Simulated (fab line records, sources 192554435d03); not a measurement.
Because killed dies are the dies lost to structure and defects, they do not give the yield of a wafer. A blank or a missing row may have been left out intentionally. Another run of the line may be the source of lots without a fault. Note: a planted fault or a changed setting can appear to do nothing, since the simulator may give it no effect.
Struck lot and sound lot, side by side || flow n5Finfet || 15 out of 1938 route steps
Sound: the wafers L260.2, L260.3, L260.6. Wafers L266.1, L266.4, L266.6 were the ones struck. The cause is named last.
Per side, at each step with rows, come the tool, then ch with its chambers, and then its first start. Under that, the readings that differ: sound wafers || struck wafers || difference of the means || sigmas: that difference in standard deviations of wafers without a fault.
alike: words and numbers the same on both sides, and readings whose means are apart by under 2 such deviations; not compared: readings that were withheld, readings missing a value for some wafer, numbers with overlapping values and no deviation given by the record, and bounds like >300 which may hide the same value.
Wherever a step has rows on one side only, a row that says differs or no value, or a row with sigmas, the two part there. Numbers that don't overlap but have no deviation are shown without sigmas and don't part them. Lack of a reading on every wafer of one side parts them only where that side has two or more wafers.

first, 8 steps without rows for these wafers: N5_BEOL_M13_COAT_66 (time 60 s, resist thk 110 nm); N5_BEOL_M13_COAT_22 (resist thk 300 nm); N5_BEOL_M13_EBR_24; N5_BEOL_M13_SOFTBAKE_23 (time 60 s); N5_BEOL_M13_EXPOSE_25 (exposes mask M13, target cd 210 nm); N5_BEOL_M13_PEB_26 (peb time 90 s); N5_BEOL_M13_DEVELOP_27 (develop time 45 s); N5_BEOL_M13_HARDBAKE_32 (time 120 s).
N5_BEOL_M13_CD_MEAS_28: the cd target is 209.5 nm.
  sound on cdSem-01 ch 0, day 11 22:41; struck on cdSem-03 ch 0, day 13 01:06
  alike: cdNm
N5_BEOL_M13_OVL_MEAS_29:
  sound on overlay-02 ch 0, day 11 22:43; struck on overlay-02 ch 0, day 13 01:08
  alike: M13_OVL
N5_BEOL_M13_INSPECT_30: inspects for defects (macro).
  sound on defectInspect-02, day 11 22:44; struck on defectInspect-01, day 13 01:10
  alike: rawDefectCount
N5_BEOL_M13_DESCUM_33: chemistry O2, time 7.9 s.
  sound on rieDiel-03 ch 0,1,2, day 11 23:18; struck on rieDiel-01 ch 0,1,2, day 13 01:13
  alike: drypumpMotorCurrentA, oesProductAu, rfVppV, showerheadPlenumPTorr, tempC, throttleValvePct
  not compared: rfHoursCounterH
N5_BEOL_M13_ETCH_67: etches SiARC in CF4, target depth 143 nm, time 238.3 s.
  sound on rieDiel-03 ch 0,1,2, day 11 23:20; struck on rieDiel-01 ch 0,1,2, day 13 01:15
{"reading": "etchRfOnTimeS (s)", "sound": "240 239 234", "struck": "269 248 253", "difference": "+19", "sigmas": "+3"}
{"reading": "rfVppV (V)", "sound": "183.6 184.8 185.4", "struck": "156.0 156.3 155.5", "difference": -28.7, "sigmas": -24}
  alike: drypumpMotorCurrentA, oesProductAu, showerheadPlenumPTorr, throttleValvePct
  not compared: biasW, rfHoursCounterH
N5_BEOL_M13_ETCH_68: etches SOC in N2/H2, time 355 s.
  sound on rieDiel-03 ch 0,1,2, day 11 23:29; struck on rieDiel-01 ch 0,1,2, day 13 01:24
  alike: biasW, drypumpMotorCurrentA, oesProductAu, rfVppV, showerheadPlenumPTorr, tempC, throttleValvePct
  not compared: rfHoursCounterH
N5_PASSIVATION_PROBE_49:
  sound on prober-02, day 13 11:31; struck on prober-02, day 14 10:35
  alike: defectLimitedYield, killed_at_M0_to_M3, killed_at_M4_up, killedAtContacts, killedAtFrontEnd, killedAtOther, killedDies, killedOnRim, killedOpen, killedShort, sort_bin_4_leakage, sort_bin_5_function, sort_bin_6_memory, sortNPass, sortYieldPct

== WHERE THEY PART ==
Within this record, at N5_BEOL_M13_ETCH_67 only. Later steps at which nothing parts them and some readings are alike: N5_BEOL_M13_ETCH_68, N5_PASSIVATION_PROBE_49.

WHY: whatever the simulator had introduced
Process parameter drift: rieDiel-01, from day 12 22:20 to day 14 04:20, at N5_BEOL_M13_ETCH_67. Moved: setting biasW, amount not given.
